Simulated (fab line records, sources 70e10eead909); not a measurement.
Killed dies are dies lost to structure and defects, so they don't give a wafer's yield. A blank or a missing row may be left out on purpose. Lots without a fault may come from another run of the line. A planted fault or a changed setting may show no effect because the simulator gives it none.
fab line records | flow nand_harc
record lots=9 wafers=27 last_day=24
route steps=1159 shown A_ONON_D1@443 A_CHANNEL_HOLE_D1@459 END@1158
lots that met no fault: from a run of the same line without faults
start_h: hours from the record's first day to the start of the lot's first wafer shown | wait_h: hours since the lot's step before | " the same as in the row above | L1.1+2: a row that stands for several wafers | - no value, or no start given | * or withheld: withheld | < > ~ a bound
route shown NAME@n: a module of which the file shows steps, and the number in the route of the first | usual: mean/standard deviation of fault-free wafers | same: alike in all rows | chamber/n: place in a boat | sites: the reading at each site | _std_site: their standard deviation | _edge_site: outer sites' mean less inner sites' | radius_mm: how far each site lies from the wafer's centre | mask NAME#n: copy n | behind: the tool/chamber that last shaped the wafer | hold: why the lot was held/for how many hours/how that ended | device: the transistor (n, p or np) that didn't switch | end of line: the same wafers' tests at the end of the route | a step without rows: its recipe alone | killed: dies lost to structure and defects at the first sort, not the wafer's yield | map: a wafer's dies, x killed, . not, _ none there
set.NAME: the setting as run; set.NAME@STEP: as run at that earlier step | model.NAME: the simulator's own value behind a step, which no gauge read
steps of the route over a sample of lots; a table a step, a row a wafer
services: from which hour (start_h, from the record's first day; less than 0 if before it) a tool's chamber was out of use, for how many hours, and why
## steps
# step NHARC_A_ONON_D1_THK_MEAS_27
# recipe thk_meas_gauge=ellipsometry
# usual thk_nm=1003/11
# columns lot.wafer tool chamber start_h wait_h thk_nm
L111.2 film_metro-02 - 190.04 - 1018
L111.3 " - " " 1018
L111.5 " - " " 1018
L116.2 film_metro-01 - 209.90 - 1016
L116.4 " - " " 1014
L116.6 " - " " 1014
L117.1 film_metro-02 - 220.48 - 979
L117.4 " - " " 981
L117.6 " - " " 978
L118.3 film_metro-01 - 220.50 - 1002
L118.5 " - " " 1001
L118.6 " - " " 999
L125.2 film_metro-02 - 267.91 - 1014
L125.4 " - " " 1014
L125.6 " - " " 1013
L127.1 film_metro-01 - 280.97 - 1001
L127.3 " - " " 998
L127.4 " - " " 1002
L131.1 film_metro-01 - 291.45 - 1008
L131.3 " - " " 1007
L131.5 " - " " 1007
L128.2 film_metro-02 - 291.46 - 1015
L128.4 " - " " 1015
L128.5 " - " " 1017
L129.3 film_metro-02 - 291.81 - 996
L129.4 " - " " 996
L129.5 " - " " 996
# step NHARC_A_ONON_D1_DEP_33
# recipe target_thk_a=2000 temp_c=400 pressure_torr=6.5 rf_w=900 teos_flow_sccm=161.4 flow_sccm=2650 target_thk_nm=200 gas=O2 material=SiO2
# usual heater_power_w=562/120 rf_fwd_power_W=898.2/2.7 throttle_valve_pct=16.0/0.59
# columns lot.wafer tool chamber start_h wait_h heater_power_w rf_fwd_power_W throttle_valve_pct
L111.3 pecvd-01 1 190.80 0.1 606 901.5 15.8
L111.2 " 2 " " 539 901.2 17.0
L111.5 " 0 " " 600 899.6 15.8
L116.2 pecvd-01 0 210.75 0.1 475 898.4 16.0
L116.4 " 1 " " 723 901.9 16.0
L116.6 " 0 " " 502 894.8 15.8
L117.1 pecvd-01 1 221.19 0.1 708 898.3 15.8
L117.6 " 2 " " 533 898.4 17.0
L117.4 " 1 " " 549 903.2 15.9
L118.3 pecvd-03 2 221.39 0.3 528 895.5 14.9
L118.5 " 0 " " 454 900.0 16.1
L118.6 " 1 " " 570 902.4 15.5
L125.2 pecvd-04 0 268.66 0.2 563 894.8 16.0
L125.4 " 0 " " 566 895.5 16.1
L125.6 " 1 " " 769 894.7 16.6
L127.3 pecvd-04 0 281.65 0.1 482 900.5 16.1
L127.1 " 1 " " 758 893.4 16.4
L127.4 " 2 " " 384 902.2 15.7
L131.3 pecvd-04 2 292.12 0.1 377 897.5 15.7
L131.1 " 0 " " 524 898.8 16.0
L131.5 " 0 " " 528 896.4 16.1
L128.2 pecvd-01 0 292.17 0.1 621 896.5 15.4
L128.5 " 2 " " 557 900.5 16.6
L128.4 " 0 " " 467 897.4 15.4
L129.3 pecvd-01 2 292.52 0.1 576 895.2 16.6
L129.4 " 0 " " 517 895.0 15.7
L129.5 " 1 " " 598 903.9 15.6
# step NHARC_A_CHANNEL_HOLE_D1_EXPOSE_07
# recipe na=1.35 target_cd_nm=100 sigma_outer=0.3 dose_mj=59.65 mask_id=HOLE_D1
# usual exposure_dose_mJ_cm2=60.2/0.49
# columns lot.wafer tool chamber start_h wait_h mask exposure_dose_mJ_cm2
L111.2 arfi_scanner-01 0 194.04 - HOLE_D1#0 60.6
L111.3 " 0 " " HOLE_D1#0 60.7
L111.5 " 0 " " HOLE_D1#0 60.6
L116.2 arfi_scanner-01 0 213.75 - HOLE_D1#0 60.7
L116.4 " 0 " " HOLE_D1#0 60.8
L116.6 " 0 " " HOLE_D1#0 60.7
L117.1 arfi_scanner-01 0 224.03 - HOLE_D1#0 60.6
L117.4 " 0 " " HOLE_D1#0 60.6
L117.6 " 0 " " HOLE_D1#0 60.6
L118.3 arfi_scanner-01 0 225.89 - HOLE_D1#0 60.6
L118.5 " 0 " " HOLE_D1#0 60.7
L118.6 " 0 " " HOLE_D1#0 60.7
L125.2 arfi_scanner-03 0 273.31 - HOLE_D1#0 59.7
L125.4 " 0 " " HOLE_D1#0 59.6
L125.6 " 0 " " HOLE_D1#0 59.7
L127.1 arfi_scanner-01 0 284.66 - HOLE_D1#0 60.6
L127.3 " 0 " " HOLE_D1#0 60.5
L127.4 " 0 " " HOLE_D1#0 60.6
L131.1 arfi_scanner-01 0 295.08 - HOLE_D1#0 60.6
L131.3 " 0 " " HOLE_D1#0 60.6
L131.5 " 0 " " HOLE_D1#0 60.7
L128.2 arfi_scanner-03 0 296.63 - HOLE_D1#0 59.7
L128.4 " 0 " " HOLE_D1#0 59.7
L128.5 " 0 " " HOLE_D1#0 59.6
L129.3 arfi_scanner-01 0 298.55 - HOLE_D1#0 60.7
L129.4 " 0 " " HOLE_D1#0 60.7
L129.5 " 0 " " HOLE_D1#0 60.7
# step NHARC_A_CHANNEL_HOLE_D1_CD_MEAS_10
# recipe target_cd_nm=100 landing_energy_ev=500
# usual cd_nm=100.0/0.5
# columns lot.wafer tool chamber start_h wait_h cd_nm
L111.2 cd_sem-03 0 194.18 - 100.7
L111.3 " 0 " " 100.3
L111.5 " 0 " " 99.2
L116.2 cd_sem-01 0 213.88 - 100.9
L116.4 " 0 " " 105.7
L116.6 " 0 " " 106.9
L117.1 cd_sem-03 0 224.17 - 101.1
L117.4 " 0 " " 107.3
L117.6 " 0 " " 107.4
L118.3 cd_sem-01 0 226.03 - 100.1
L118.5 " 0 " " 100.5
L118.6 " 0 " " 105.9
L125.2 cd_sem-01 0 273.45 - 99.5
L125.4 " 0 " " 98.7
L125.6 " 0 " " 100.1
L127.1 cd_sem-02 0 284.80 - 99.8
L127.3 " 0 " " 99.4
L127.4 " 0 " " 100.5
L131.1 cd_sem-01 0 295.22 - 101.0
L131.3 " 0 " " 100.2
L131.5 " 0 " " 100.7
L128.2 cd_sem-03 0 296.77 - 99.6
L128.4 " 0 " " 100.4
L128.5 " 0 " " 100.1
L129.3 cd_sem-02 0 298.68 - 100.7
L129.4 " 0 " " 100.1
L129.5 " 0 " " 100.3
# step NHARC_A_CHANNEL_HOLE_D1_ETCH_25
# recipe bias_v=5000 source_w=withheld pressure_mtorr=20 time_s=1040.2 ar_flow_sccm=375 c4f8_flow_sccm=93.8 o2_flow_sccm=31.2 temp_c=-20 target_depth_a=15000 chemistry=C4F8/O2/Ar
# usual drypump_motor_current_A=5.6/0.51 showerhead_plenum_p_Torr=3.77/0.11 throttle_valve_pct=32.236/0.01
# columns lot.wafer tool chamber start_h wait_h drypump_motor_current_A rf_hours_counter_h showerhead_plenum_p_Torr throttle_valve_pct
L111.2 har_etch-02 0 198.60 0.7 5.2 113 3.86 32.234
L111.3 " 0 " " 5.2 - 3.86 32.232
L111.5 " 1 " " 5.0 - 3.86 32.226
L116.2 har_etch-02 0 218.26 0.6 5.2 122 3.86 32.235
L116.4 " 1 " " 5.1 - 3.86 32.237
L116.6 " 1 " " 5.1 - 3.86 32.237
L117.1 har_etch-01 1 228.61 0.7 6.3 215 3.81 32.244
L117.4 " 0 " " 5.7 - 3.59 32.226
L117.6 " 1 " " 6.3 - 3.81 32.260
L118.3 har_etch-02 0 230.82 0.7 5.2 - 3.86 32.242
L118.5 " 1 " " 5.0 - 3.86 32.214
L118.6 " 0 " " 5.2 - 3.86 32.230
L125.2 har_etch-02 0 280.11 0.7 5.2 149 3.84 32.219
L125.4 " 1 " " 5.0 - 3.84 32.235
L125.6 " 0 " " 5.2 - 3.84 32.239
L127.1 har_etch-01 1 289.22 0.7 6.3 245 3.79 32.214
L127.3 " 0 " " 5.7 - 3.57 32.231
L127.4 " 1 " " 6.4 - 3.79 32.222
L131.1 har_etch-02 1 299.65 0.7 5.0 158 3.84 32.225
L131.3 " 0 " " 5.2 - 3.84 32.249
L131.5 " 1 " " 5.0 - 3.84 32.239
L128.2 har_etch-01 0 301.02 0.6 5.7 249 3.57 32.238
L128.4 " 0 " " 5.7 - 3.57 32.226
L128.5 " 0 " " 5.7 - 3.57 32.239
L129.3 har_etch-01 0 305.51 0.7 5.7 - 3.57 32.243
L129.4 " 1 " " 6.3 - 3.78 32.225
L129.5 " 1 " " 6.3 - 3.79 32.244
# step NHARC_A_CHANNEL_HOLE_D1_CD_MEAS_30
# usual cd_nm=89.4/1.5
# columns lot.wafer tool chamber start_h wait_h cd_nm
L111.2 cd_sem-02 - 201.08 - 92.3
L111.3 " - " " 89.5
L111.5 " - " " 89.0
L116.2 cd_sem-02 - 221.54 - 88.9
L116.4 " - " " 96.3
L116.6 " - " " 95.1
L117.1 cd_sem-02 - 231.10 - 90.6
L117.4 " - " " 97.5
L117.6 " - " " 98.1
L118.3 cd_sem-01 - 233.01 - 90.3
L118.5 " - " " 88.9
L118.6 " - " " 96.0
L125.2 cd_sem-01 - 282.59 - 87.6
L125.4 " - " " 87.8
L125.6 " - " " 88.2
L127.1 cd_sem-02 - 291.68 - 88.1
L127.3 " - " " 88.6
L127.4 " - " " 88.7
L131.1 cd_sem-02 - 302.12 - 92.6
L131.3 " - " " 91.3
L131.5 " - " " 91.8
L128.2 cd_sem-02 - 303.81 - 90.8
L128.4 " - " " 91.1
L128.5 " - " " 89.1
L129.3 cd_sem-01 - 308.00 - 90.9
L129.4 " - " " 88.6
L129.5 " - " " 88.6
# step NHARC_A_CHANNEL_HOLE_D1_XSEM_31
# recipe landing_energy_ev=35000
# usual bot_cd_nm=74.0/1.7 bow_nm=8.50/0.26 tilt_deg=0.09/0.042
# columns lot.wafer tool chamber start_h wait_h bot_cd_nm bow_nm tilt_deg
L111.2 xsem-02 0 201.17 0.1 77.2 8.19 0.08
L111.3 " 0 " " 74.1 8.10 0.08
L111.5 " 0 " " 73.1 8.15 0.08
L116.2 xsem-02 0 221.63 0.1 73.8 8.66 0.09
L116.4 " 0 " " 82.5 8.65 0.09
L116.6 " 0 " " 80.7 8.61 0.09
L117.1 xsem-01 0 231.20 0.1 74.6 8.16 0.09
L117.4 " 0 " " 82.6 8.22 0.09
L117.6 " 0 " " 81.9 8.23 0.09
L118.3 xsem-02 0 233.10 0.1 74.9 8.72 0.19
L118.5 " 0 " " 73.3 8.67 0.19
L118.6 " 0 " " 80.3 8.84 0.19
L125.2 xsem-01 0 282.67 0.1 72.1 8.37 0.08
L125.4 " 0 " " 72.4 8.26 0.08
L125.6 " 0 " " 73.4 8.29 0.08
L127.1 xsem-01 0 291.77 0.1 71.7 8.91 0.14
L127.3 " 0 " " 72.6 8.91 0.14
L127.4 " 0 " " 74.0 9.01 0.14
L131.1 xsem-01 0 302.21 0.1 76.8 8.57 0.02
L131.3 " 0 " " 75.5 8.64 0.01
L131.5 " 0 " " 75.9 8.57 0.02
L128.2 xsem-01 0 303.90 0.1 75.9 8.03 0.06
L128.4 " 0 " " 75.9 8.06 0.05
L128.5 " 0 " " 74.3 8.14 0.06
L129.3 xsem-01 0 308.09 0.1 75.9 8.80 0.11
L129.4 " 0 " " 73.2 8.70 0.11
L129.5 " 0 " " 73.4 8.71 0.11
# step NHARC_END_WLT_00
# usual VT_DECK1_BOTTOM=0.868/0.0081 VT_DECK1_BOTTOM_INNER=0.867/0.007 VT_DECK1_MEDIAN_NEAR_BOTTOM=0.868/0.0081 VT_DECK1_MEDIAN_NEAR_BOTTOM_INNER=0.868/0.0075 VT_DECK1_MIDDLE=0.881/0.0071 VT_DECK1_MIDDLE_INNER=0.881/0.0071 VT_DECK1_TOP=0.893/0.0066 VT_DECK1_TOP_INNER=0.893/0.0075
# columns lot.wafer tool chamber start_h wait_h VT_DECK1_BOTTOM VT_DECK1_BOTTOM_INNER VT_DECK1_MEDIAN_NEAR_BOTTOM VT_DECK1_MEDIAN_NEAR_BOTTOM_INNER VT_DECK1_MIDDLE VT_DECK1_MIDDLE_INNER VT_DECK1_TOP VT_DECK1_TOP_INNER
L111.2 prober-01 - 453.35 2.5 0.864 0.869 0.860 0.870 0.876 0.881 0.886 0.892
L111.3 " - " " 0.857 0.861 0.865 0.858 0.871 0.871 0.888 0.886
L111.5 " - 454.84 4.0 0.857 0.860 0.848 0.858 0.867 0.873 0.887 0.887
L116.2 prober-01 - 484.37 0.6 0.878 0.870 0.878 0.875 0.897 0.881 0.905 0.910
L116.4 " - 485.38 1.6 0.900 0.893 0.906 0.898 0.914 0.907 0.909 0.921
L116.6 " - 486.39 2.6 0.900 0.892 0.890 0.899 0.904 0.916 0.917 0.912
L118.3 prober-02 - 512.03 1.1 0.864 0.867 0.865 0.862 0.873 0.880 0.890 0.888
L118.5 " - 513.03 2.0 0.861 0.864 0.868 0.862 0.872 0.873 0.889 0.882
L118.6 " - " " 0.878 0.877 0.879 0.878 0.894 0.880 0.898 0.895
L117.1 prober-02 - 518.82 7.8 0.876 0.877 0.876 0.877 0.887 0.890 0.902 0.910
L117.4 " - 520.31 9.3 0.899 0.893 0.902 0.895 0.902 0.911 0.914 0.929
L117.6 " - 521.31 10.3 0.889 0.893 0.893 0.896 0.909 0.900 0.914 0.913
L127.1 prober-01 - 551.46 0.0 0.853 0.860 0.862 0.861 0.881 0.869 0.888 0.880
L127.3 " - " " 0.856 0.860 0.857 0.855 0.876 0.872 0.892 0.894
L127.4 " - " " 0.859 0.865 0.866 0.860 0.877 0.878 0.885 0.894
L125.2 prober-02 - 551.96 0.6 0.864 0.864 0.863 0.861 0.872 0.871 0.884 0.893
L125.4 " - " " 0.866 0.861 0.862 0.858 0.879 0.873 0.888 0.890
L125.6 " - " " 0.864 0.862 0.867 0.864 0.878 0.872 0.891 0.886
L128.2 prober-01 - 563.10 0.5 0.878 0.872 0.872 0.877 0.883 0.879 0.899 0.891
L128.4 " - " " 0.879 0.871 0.878 0.874 0.886 0.894 0.892 0.892
L128.5 " - " " 0.870 0.871 0.864 0.874 0.889 0.890 0.898 0.896
L129.3 prober-01 - 572.05 1.1 0.882 0.870 0.889 0.878 0.884 0.894 0.898 0.900
L129.4 " - " " 0.876 0.866 0.871 0.875 0.880 0.889 0.909 0.903
L129.5 " - " " 0.873 0.874 0.875 0.874 0.886 0.883 0.908 0.898
L131.1 prober-01 - 578.85 2.9 0.879 0.878 0.877 0.876 0.880 0.883 0.894 0.886
L131.3 " - " " 0.866 0.873 0.869 0.872 0.878 0.884 0.892 0.891
L131.5 " - " " 0.869 0.870 0.879 0.872 0.880 0.883 0.891 0.890
## services
# columns tool chamber start_h hours kind
har_etch-02 - 169.33 6.3 repair
pecvd-04 - 195.16 13.0 pm
pecvd-04 0 195.16 13.0 vent_cycle
arfi_scanner-03 - 195.52 0.8 repair
arfi_scanner-01 - 196.00 4.0 pm
arfi_scanner-03 - 215.55 1.4 repair
pecvd-04 0 219.42 5.4 repair
pecvd-01 - 237.00 13.0 pm
pecvd-01 0 237.00 13.0 vent_cycle
pecvd-01 1 237.00 13.0 vent_cycle
pecvd-01 2 237.00 13.0 vent_cycle
pecvd-01 0 250.00 - clean
pecvd-01 1 250.00 - clean
pecvd-01 2 250.00 - clean
arfi_scanner-03 - 250.41 1.6 repair
arfi_scanner-03 - 254.37 2.7 repair
arfi_scanner-01 0 267.12 - calibration
pecvd-03 - 292.20 13.0 pm
xsem-02 - 302.00 14.0 pm
arfi_scanner-03 - 303.12 1.2 repair
har_etch-01 - 306.48 17.0 pm
har_etch-01 0 306.48 17.0 vent_cycle
har_etch-01 1 306.48 17.0 vent_cycle
arfi_scanner-01 - 307.80 4.3 repair
## key
first_sign step=NHARC_A_CHANNEL_HOLE_D1_CD_MEAS_10 reading=cd_nm direction=up sigmas=13 usual=100.0 struck=106.7
effect step=NHARC_A_CHANNEL_HOLE_D1_CD_MEAS_30 reading=cd_nm direction=up sigmas=4.6 usual=89.4 struck=96.6
effect step=NHARC_A_CHANNEL_HOLE_D1_XSEM_31 reading=bot_cd_nm direction=up sigmas=4.5 usual=74.0 struck=81.6
effect step=NHARC_END_WLT_00 reading=VT_DECK1_MIDDLE direction=up sigmas=3.3 usual=0.881 struck=0.905 wafers_moved=4
met_at NHARC_A_CHANNEL_HOLE_D1_EXPOSE_07
struck_lots L116,L117,L118
struck_wafers L116.4,L116.6,L117.4,L117.6,L118.6
tester_left_out L116,L117,L118
not_acting_at NHARC_A_ONON_D1_THK_MEAS_27,NHARC_A_ONON_D1_DEP_33,NHARC_A_CHANNEL_HOLE_D1_ETCH_25
onset_between 194.04 213.75
fault kind=process_parameter_drift tool=arfi_scanner-01 chamber=- onset_h=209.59 steps=NHARC_A_CHANNEL_HOLE_D1_EXPOSE_07 channel=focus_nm offset=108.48 shape=step end_h=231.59 scope=struck_wafers_only
# tester_left_out: of these lots the tester's yield and bins aren't shown, on N5 and GAA mostly nor the transistor test; their killed dies are dies lost to structure and defects alone, not to doping, threshold or leakage, so they don't give the yield
